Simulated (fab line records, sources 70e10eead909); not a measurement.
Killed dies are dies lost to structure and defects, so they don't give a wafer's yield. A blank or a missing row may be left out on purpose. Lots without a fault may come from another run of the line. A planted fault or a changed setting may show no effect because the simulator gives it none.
Chamber matching | flow nand_harc | NHARC_A_SGD_CUT_CMP_21 on cmp-03: 4 sister chambers
The step polishes, target thk 148.19 nm. 4 wafers are shown with their chamber, then 7 later ones without.

WAFERS WITH THEIR CHAMBER
wafer  | chamber | motor_current_A (A)
L079.3 | 0       | 10.8
L081.3 | 1       | 12.5
L086.1 | 3       | 11.7
L086.3 | 2       | 10.6

WAFERS WITHOUT THEIR CHAMBER
wafer  | motor_current_A (A)
L086.6 | 13.0
L090.2 | 10.3
L090.5 | 10.6
L090.6 | 11.8
L094.1 | 10.8
L094.2 | 11.9
L094.4 | 11.4

WHICH CHAMBER EACH WENT THROUGH
wafer  | from the rows above          | in truth
L086.6 | 1                            | 1
L090.2 | can't be placed: 2 or 0      | 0
L090.5 | can't be placed: 2 or 0      | 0
L090.6 | 3                            | 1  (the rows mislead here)
L094.1 | can't be placed: 0 or 2      | 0
L094.2 | can't be placed: 3 or 1      | 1
L094.4 | can't be placed: 3 or 0 or 2 | 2
Placed correctly: 1 of 7. Can't be placed from these rows: 5 (the true chamber is among the candidates in 5). Placed wrongly: 1.
How it was worked out, from the rows above alone: a wafer's distance from a chamber is the root of the sum, over the readings, of the square of ((its reading less the chamber's mean) divided by the reading's scatter). The wafer belongs to the nearest chamber; if the next one is less than 2 further off, it can't be placed. A chamber's mean is the mean of its shown wafers. The scatter: with one shown wafer a chamber, the root of the mean of the squares of how far each hidden wafer lies from its nearest shown one.
